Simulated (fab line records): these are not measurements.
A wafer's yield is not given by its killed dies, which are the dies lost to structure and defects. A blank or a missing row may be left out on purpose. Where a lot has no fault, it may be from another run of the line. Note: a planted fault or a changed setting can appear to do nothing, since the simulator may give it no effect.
Lot-split experiment -- flow n5-finfet -- on a route of 1938 steps: 7 lots, 21 wafers read

== THE SPLIT ITSELF ==
At N5_SD_EPI_N_EPI_21 (deposits Si:P, time 690 s), the setting temp-c was moved away from the recipe's 680 C on 6 of the 21 wafers read, by -0.6% to +0.4%. For the rest of the wafers, this setting stayed at what the recipe calls for.

== FROM THE SPLIT TO THE READING: what the file shows between them, 10 steps ==
- N5_SD_EPI_N_EPI_MEAS_23
- N5_SD_EPI_N_PRECLEAN_24: cleans in O3/DIW, time 60 s
- N5_SD_EPI_P_COAT_03: resist thk 150 nm (also split here: spin-rpm)
- N5_SD_EPI_P_EBR_05
- N5_SD_EPI_P_SOFTBAKE_04: time 60 s
- N5_SD_EPI_P_EXPOSE_06: exposes mask SD P BLK, target cd 240 nm
- N5_SD_EPI_P_PEB_07: peb time 60 s
- N5_SD_EPI_P_DEVELOP_08: develop time 30 s
- N5_SD_ACTIVATION_RTA_00: time 0 s
- N5_SD_ACTIVATION_LSA_01: time 0.0008 s

== THE READING ==
Measured at N5_SD_ACTIVATION_RS_MEAS_03 by four-point probe: RS_SD_N, in ohm/sq. Fault-free wafers of this fab line usually give 21.94 ohm/sq, standard deviation 0.28 ohm/sq.

wafer,"tool, chamber at the split","temp-c as run, C",against the recipe,"RS_SD_N, ohm/sq",against lot-mates on the recipe
L074.1,"epi-rpcvd-04, 0",680,recipe,21.79,-
L074.2,"epi-rpcvd-04, 0",680,recipe,21.86,-
L074.5,"epi-rpcvd-04, 0",682.7,+0.4%,20.78,-1.04
L079.1,"epi-rpcvd-04, 0",680,recipe,22.36,-
L079.3,"epi-rpcvd-04, 0",680,recipe,22.12,-
L079.4,"epi-rpcvd-04, 0",675.6,-0.6%,23.68,+1.44
L087.1,"epi-rpcvd-01, 0",680,recipe,22.07,-
L087.4,"epi-rpcvd-01, 0",680,recipe,22.05,-
L087.6,"epi-rpcvd-01, 0",680,recipe,22.28,-
L088.3,"epi-rpcvd-01, 0",680,recipe,21.77,-
L088.4,"epi-rpcvd-01, 0",680,recipe,21.64,-
L088.5,"epi-rpcvd-01, 0",680,recipe,22.02,-
L089.3,"epi-rpcvd-01, 0",677.1,-0.4%,23.27,+1.39
L089.5,"epi-rpcvd-01, 0",677.1,-0.4%,23.17,+1.29
L089.6,"epi-rpcvd-01, 0",680,recipe,21.88,-
L094.1,"epi-rpcvd-01, 0",680,recipe,22.23,-
L094.2,"epi-rpcvd-01, 0",680,recipe,21.91,-
L094.4,"epi-rpcvd-01, 0",680,recipe,22.03,-
L097.1,"epi-rpcvd-01, 0",682.8,+0.4%,21.26,-0.65
L097.2,"epi-rpcvd-01, 0",680,recipe,21.91,-
L097.6,"epi-rpcvd-01, 0",682.8,+0.4%,21.09,-0.82

FIT RESULTS
A straight line over all 21 wafers: RS_SD_N changes by -2.57 ohm/sq for each +1% of temp-c; r = -0.96; the points scatter about the line by 0.2 ohm/sq.
The same after taking each lot's own level away (the mean of its wafers on the recipe; 21 wafers): -2.41 ohm/sq for each +1%; r = -0.97; scatter 0.17 ohm/sq.
Per that fit: largest temp-c move, reading shift of 1.6 ohm/sq.
From 21.810 to 22.240 ohm/sq: that is the span of the lots' own levels, equal to 1.5 times the standard deviation above.
The two slopes agree, so the slope changes little with the lot-to-lot level.
Check: for one of the wafers moved furthest among these (-0.6%), held out of the fit, the line's prediction against its lot-mates is +1.7 ohm/sq. It came out at +1.44 ohm/sq against them.

== THESE WAFERS: OTHER SPLITS ==
Note: prior to the reading, these wafers also went through further splits. Each is held against what the fit with the lots' levels taken away leaves over:
other split on the same wafers,wafers away from the commonest value,r with RS_SD_N (lot level and that fit taken away)
N5_FIN_SAQP_PECVD_48 time-s,8,-0.27
N5_FIN_SAQP_HM_DEP_72 time-s,7,-0.22
N5_SD_EPI_N_PEB_07 peb-time-s,5,-0.03
N5_SD_EPI_N_DEVELOP_08 develop-time-s,8,+0.35
N5_SD_EPI_P_COAT_03 spin-rpm,7,-0.08

== THE WHOLE CHAIN: every reading that the file lists as answering this split, in the file's order ==
step,what it does,reading,change (the file's fit),r (the file's)
N5_SD_EPI_N_EPI_21,"deposits Si:P, time 690 s","Si-P_of_SD_EPI_N_EPI_21.thk-nm (the simulator's own value, which no gauge read)",+6.67 nm for each +1% of the setting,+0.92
N5_SD_EPI_N_EPI_MEAS_23,,thk-nm,withheld for each +1% of the setting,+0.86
N5_SD_EPI_N_PRECLEAN_24,"cleans in O3/DIW, time 60 s","Si-P_of_SD_EPI_N_EPI_21.thk-nm (the simulator's own value, which no gauge read)",+6.58 nm for each +1% of the setting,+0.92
N5_SD_ACTIVATION_RS_MEAS_03,measures by four-point-probe,RS_SD_N,-2.4 for each +1% of the setting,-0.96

== FILE'S OWN FIT ==
RS_SD_N changes by -2.4 ohm/sq for each +1% of temp-c, r = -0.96.
